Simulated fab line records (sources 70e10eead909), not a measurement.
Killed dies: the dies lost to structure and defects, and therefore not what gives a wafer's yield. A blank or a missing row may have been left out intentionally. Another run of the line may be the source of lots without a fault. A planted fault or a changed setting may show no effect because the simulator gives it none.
Matching of chambers | flow nandHarc | NHARC_A_STAIRCASE_DESCUM_11 on rieDiel-04: 4 sister chambers
The step chemistry O2, time 3 s. 8 wafers are shown with their chamber, then 12 later ones without.

EACH WAFER AND ITS CHAMBER
wafer  | chamber | drypumpMotorCurrentA (A) | showerheadPlenumPTorr (Torr)
L084.3 | 0       | 6.0                      | 1.96
L087.6 | 1       | 6.2                      | 2.07
L089.3 | 2       | 5.6                      | 1.77
L089.5 | 2       | 5.6                      | 1.77
L089.6 | 3       | 6.0                      | 2.01
L089.1 | 1       | 6.2                      | 2.07
L089.2 | 3       | 6.0                      | 2.01
L089.4 | 0       | 5.9                      | 1.95

WAFERS WITH NO CHAMBER GIVEN
wafer  | drypumpMotorCurrentA (A) | showerheadPlenumPTorr (Torr)
L090.1 | 5.9                      | 1.95
L090.3 | 6.1                      | 2.07
L090.6 | 5.9                      | 1.95
L094.1 | 6.0                      | 2.01
L094.3 | 5.9                      | 1.95
L094.4 | 6.2                      | 2.07
L096.1 | 6.2                      | 2.07
L096.3 | 5.6                      | 1.77
L096.5 | 6.0                      | 2.00
L096.2 | 5.9                      | 1.95
L096.4 | 6.0                      | 2.00
L096.6 | 5.6                      | 1.77

WHICH CHAMBER EACH WENT THROUGH
wafer  | from the rows above | in truth
L090.1 | 0                   | 0
L090.3 | 1                   | 1
L090.6 | 0                   | 0
L094.1 | 3                   | 3
L094.3 | 0                   | 0
L094.4 | 1                   | 1
L096.1 | 1                   | 1
L096.3 | 2                   | 2
L096.5 | 3                   | 3
L096.2 | 0                   | 0
L096.4 | 3                   | 3
L096.6 | 2                   | 2
Correct placement for 12 of the 12. Can't be placed from these rows: 0. 0 placed wrongly.
How it was worked out, from the rows above alone: a wafer's distance from a chamber is the root of the sum, over the readings, of the square of ((its reading less the chamber's mean) divided by the reading's scatter). If the next closest chamber is less than 2 further off than the closest, the wafer can't be placed; otherwise it belongs to the closest. For every chamber, the mean is computed from those of its wafers that are shown. The scatter: the root of (the sum of the squares of (reading less its chamber's mean) over the shown wafers, divided by (wafers less chambers)).
